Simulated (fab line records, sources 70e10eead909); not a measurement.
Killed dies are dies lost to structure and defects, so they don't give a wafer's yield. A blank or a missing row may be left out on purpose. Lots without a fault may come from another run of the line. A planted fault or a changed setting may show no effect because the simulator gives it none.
Chamber matching | flow nand_harc | NHARC_A_CHANNEL_FILL_D1_ETCHBACK_19 on rie_si-03: 4 sister chambers
The step etches the open film in HBr/Cl2, target depth 5 nm, time 1.7 s. 14 wafers are shown with their chamber, then 7 later ones without.

WAFERS WITH THEIR CHAMBER
wafer  | chamber | oes_product_au (a.u.) | rf_fwd_power_W (W) | throttle_valve_pct (%)
L078.1 | 0       | 1.006                 | 391.3              | 26.407
L078.3 | 3       | 0.988                 | 391.4              | 26.399
L078.5 | 1       | 0.994                 | 388.1              | 26.389
L081.1 | 0       | 0.987                 | 388.3              | 26.410
L081.2 | 3       | 0.984                 | 388.7              | 26.402
L081.3 | 1       | 1.000                 | 388.2              | 26.416
L084.2 | 0       | 0.974                 | 391.3              | 26.411
L084.3 | 1       | 1.000                 | 389.8              | 26.411
L084.6 | 3       | 1.000                 | 388.9              | 26.412
L087.2 | 1       | 0.992                 | 389.3              | 26.396
L087.4 | 2       | 1.015                 | 391.1              | 26.422
L087.5 | 1       | 1.002                 | 390.0              | 26.396
L088.2 | 2       | 1.021                 | 392.9              | 26.409
L088.3 | 1       | 0.999                 | 389.9              | 26.405

SIGNATURES (means of the wafers above)
reading            | chamber 0 | chamber 1 | chamber 2 | chamber 3 | scatter within a chamber
oes_product_au     | 0.98900   | 0.99783   | 1.01800   | 0.99067   | 0.00867
rf_fwd_power_W     | 390.300   | 389.217   | 392.000   | 389.667   | 1.26
throttle_valve_pct | 26.40933  | 26.40217  | 26.41550  | 26.40433  | 0.00844
Rule: a wafer's distance from a chamber is the root of the sum, over the readings, of the square of ((its reading less the chamber's mean) divided by the reading's scatter). The wafer belongs to the nearest chamber; if the next one is less than 2 further off, it can't be placed. The scatter: the root of (the sum of the squares of (reading less its chamber's mean) over the shown wafers, divided by (wafers less chambers)).

WAFERS WITHOUT THEIR CHAMBER
wafer  | oes_product_au (a.u.) | rf_fwd_power_W (W) | throttle_valve_pct (%)
L088.5 | 1.023                 | 391.6              | 26.409
L090.1 | 0.990                 | 390.3              | 26.414
L090.3 | 1.005                 | 389.0              | 26.412
L090.6 | 1.003                 | 390.4              | 26.411
L094.1 | 1.013                 | 389.5              | 26.413
L094.4 | 1.013                 | 388.9              | 26.398
L094.5 | 1.007                 | 390.0              | 26.404

WHICH CHAMBER EACH WENT THROUGH
wafer  | from the rows above               | in truth
L088.5 | 2                                 | 2
L090.1 | can't be placed: 0 or 3 or 1      | 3
L090.3 | can't be placed: 1 or 3 or 0 or 2 | 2
L090.6 | can't be placed: 1 or 0 or 3 or 2 | 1
L094.1 | can't be placed: 2 or 1 or 3 or 0 | 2
L094.4 | can't be placed: 1 or 3 or 2 or 0 | 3
L094.5 | can't be placed: 1 or 3 or 0 or 2 | 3
Placed correctly: 1 of 7. Can't be placed from these rows: 6 (the true chamber is among the candidates in 6). Placed wrongly: 0.
